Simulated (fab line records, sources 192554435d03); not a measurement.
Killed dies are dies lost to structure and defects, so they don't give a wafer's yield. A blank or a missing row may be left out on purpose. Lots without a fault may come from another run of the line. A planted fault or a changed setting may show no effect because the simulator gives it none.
A struck lot beside a sound one | flow n5_finfet | 35 steps out of a route of 1938
Sound: wafers L768.1, L768.3, L768.4. Struck: wafer L761.6. The cause comes at the end.
At each step with rows: each side's tool, then ch and its chambers, then its first start. Under that, the readings that differ: sound wafers | struck wafers | difference of the means | sigmas: that difference in standard deviations of wafers without a fault.
alike: readings whose means differ by less than 2 such deviations, and words and numbers that are the same on both sides. not compared: withheld readings, readings that some wafer has no value for, bounds like >300 that may hide the same value, and numbers for which the record gives no deviation and whose values overlap.
The two part at a step that has a row with sigmas, a row that says differs or no value, or rows on one side only. Numbers that don't overlap but have no deviation are shown without sigmas and don't part them. A reading that every wafer of one side lacks parts them only if that side has two wafers or more.

first, 9 steps without rows for these wafers: N5_BEOL_M14_EXPOSE_07 (exposes mask V13); N5_BEOL_M14_PEB_08 (peb time 90 s); N5_BEOL_M14_DEVELOP_09 (develop time 45 s); N5_BEOL_M14_HARDBAKE_14 (time 120 s); N5_BEOL_M14_DESCUM_15 (chemistry O2, time 7.9 s); N5_BEOL_M14_ETCH_59 (etches BARC in N2/H2, target depth 89 nm, overetch 26.7 nm, time 67.9 s); N5_BEOL_M14_VIA_ETCH_16 (etches SiO2 in C4F8/O2/Ar, target depth 1231.3 nm); N5_BEOL_M14_STRIP_63 (strips in O2); N5_BEOL_M14_STRIP_64 (strips in O2).
N5_BEOL_M14_STRIP_71: strips in post etch residue remover, time 60 s.
  sound on wet_bench-05 ch 4,6,7, day 16 08:49; struck on wet_bench-05 ch 1, day 15 07:46
then, 24 steps without rows for these wafers: N5_BEOL_M14_SRD_72 (time 30 s, dry time 30 s); N5_BEOL_M14_COAT_65 (time 60 s, resist thk 450 nm); N5_BEOL_M14_COAT_66 (time 60 s, resist thk 110 nm); N5_BEOL_M14_COAT_22 (resist thk 300 nm); N5_BEOL_M14_EBR_24; N5_BEOL_M14_SOFTBAKE_23 (time 60 s); N5_BEOL_M14_EXPOSE_25 (exposes mask M14, target cd 280 nm); N5_BEOL_M14_PEB_26 (peb time 90 s); N5_BEOL_M14_DEVELOP_27 (develop time 45 s); N5_BEOL_M14_HARDBAKE_32 (time 120 s); N5_BEOL_M14_DESCUM_33 (chemistry O2, time 7.9 s); N5_BEOL_M14_ETCH_67 (etches SiARC in CF4, target depth 143 nm, time 238.3 s); N5_BEOL_M14_ETCH_68 (etches SOC in N2/H2, time 450 s); N5_BEOL_M14_STRIP_69 (strips in N2/H2); N5_BEOL_M14_TRENCH_ETCH_34 (etches SiO2 in C4F8/O2/Ar, target depth 556.65 nm, time 126.9 s); N5_BEOL_M14_STRIP_70 (strips in C4F8/O2/Ar); N5_BEOL_M14_STRIP_37 (strips in O2); N5_BEOL_M14_ETCH_38 (etches SiCN in CF4/N2, target depth 106.5 nm, time 120.6 s); N5_BEOL_M14_PRECLEAN_39 (cleans in residue remover, time 60 s); N5_BEOL_M14_SRD_40 (time 30 s, dry time 30 s); N5_BEOL_M14_DEGAS_41 (time 60 s); N5_BEOL_M14_PRE_CLEAN_42 (time 30 s); N5_BEOL_M14_SPUTTER_43 (material TaN, target thk 15 nm, time 24.19 s); N5_BEOL_M14_SPUTTER_44 (material Ta, target thk 15 nm, time 24.19 s).
N5_PASSIVATION_PROBE_49:
  the record has rows for the struck wafers here (prober-02, day 16 12:15) and none for the sound ones

WHERE THEY PART
Only at N5_PASSIVATION_PROBE_49, within this record.

WHY: what the simulator had put in
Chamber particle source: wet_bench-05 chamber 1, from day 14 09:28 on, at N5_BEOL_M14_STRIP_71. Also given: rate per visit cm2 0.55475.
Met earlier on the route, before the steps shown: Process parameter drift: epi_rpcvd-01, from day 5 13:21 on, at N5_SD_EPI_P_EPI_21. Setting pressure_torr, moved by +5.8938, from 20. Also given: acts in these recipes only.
